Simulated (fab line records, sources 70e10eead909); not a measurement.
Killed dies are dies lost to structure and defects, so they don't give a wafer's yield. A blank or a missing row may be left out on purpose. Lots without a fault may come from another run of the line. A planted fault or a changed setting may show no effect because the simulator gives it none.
Tool commonality check | flow nand_harc | 3 lots, 9 wafers sampled

WHY IT WAS OPENED
At NHARC_END_SORT_01 the reading killed_at_periphery is flagged on 3 of 3 lots. Wafers without a fault read 3.7, standard deviation 2.6.
Rule: a lot is flagged when every wafer of it that has a number lies more than 4 standard deviations from that mean, or none has a number. The other lots count as sound.

lot  | measured     | on        | killed_at_periphery, wafer by wafer | flag
L659 | day 29 02:34 | prober-01 | 628 635 626                         | FLAGGED
L660 | day 29 03:23 | prober-02 | 599 589 581                         | FLAGGED
L661 | day 31 13:26 | prober-01 | 605 607 617                         | FLAGGED
The numbers of the flagged lots are 609.7 on average: +606.0 against the usual, or +99 or more standard deviations.

WHICH TOOL RAN EACH LOT
The record holds 2 process steps before the reading, out of a route of 1302 steps. In each cell: the tool, then ch and the chambers that the sampled wafers went through, then the start.
lot  | flag    | NHARC_P_M0_DESCUM_14               | NHARC_P_M1_DEP_00
L659 | FLAGGED | rie_diel-01 ch 0,3, day 10 20:07   | pecvd-04 ch 1,2, day 10 23:14
L660 | FLAGGED | rie_diel-05 ch 1,2,3, day 11 08:38 | pecvd-03 ch 0,2, day 11 11:40
L661 | FLAGGED | rie_diel-05 ch 0,2,3, day 12 10:23 | pecvd-01 ch 1,2, day 12 13:26
What these steps do:
- NHARC_P_M0_DESCUM_14: chemistry O2, time 3 s.
- NHARC_P_M1_DEP_00: deposits SiOC, target thk 182.5 nm.
- NHARC_END_SORT_01

FLAGGED OVER TOTAL, TOOL BY TOOL (the gauges that took the reading come last)
step                 | tool        | lots run | flagged | share of the flagged lots | sound lots run after its first flagged lot
NHARC_P_M0_DESCUM_14 | rie_diel-01 | 1        | 1       | some                      | 0
NHARC_P_M0_DESCUM_14 | rie_diel-05 | 2        | 2       | some                      | 0
NHARC_P_M1_DEP_00    | pecvd-01    | 1        | 1       | some                      | 0
NHARC_P_M1_DEP_00    | pecvd-03    | 1        | 1       | some                      | 0
NHARC_P_M1_DEP_00    | pecvd-04    | 1        | 1       | some                      | 0
NHARC_END_SORT_01    | prober-01   | 2        | 2       | some                      | 0
NHARC_END_SORT_01    | prober-02   | 1        | 1       | some                      | 0

WHAT THE TABLE ALLOWS
No row of the table ran every flagged lot.

WHAT THE SIMULATOR HAD PUT IN
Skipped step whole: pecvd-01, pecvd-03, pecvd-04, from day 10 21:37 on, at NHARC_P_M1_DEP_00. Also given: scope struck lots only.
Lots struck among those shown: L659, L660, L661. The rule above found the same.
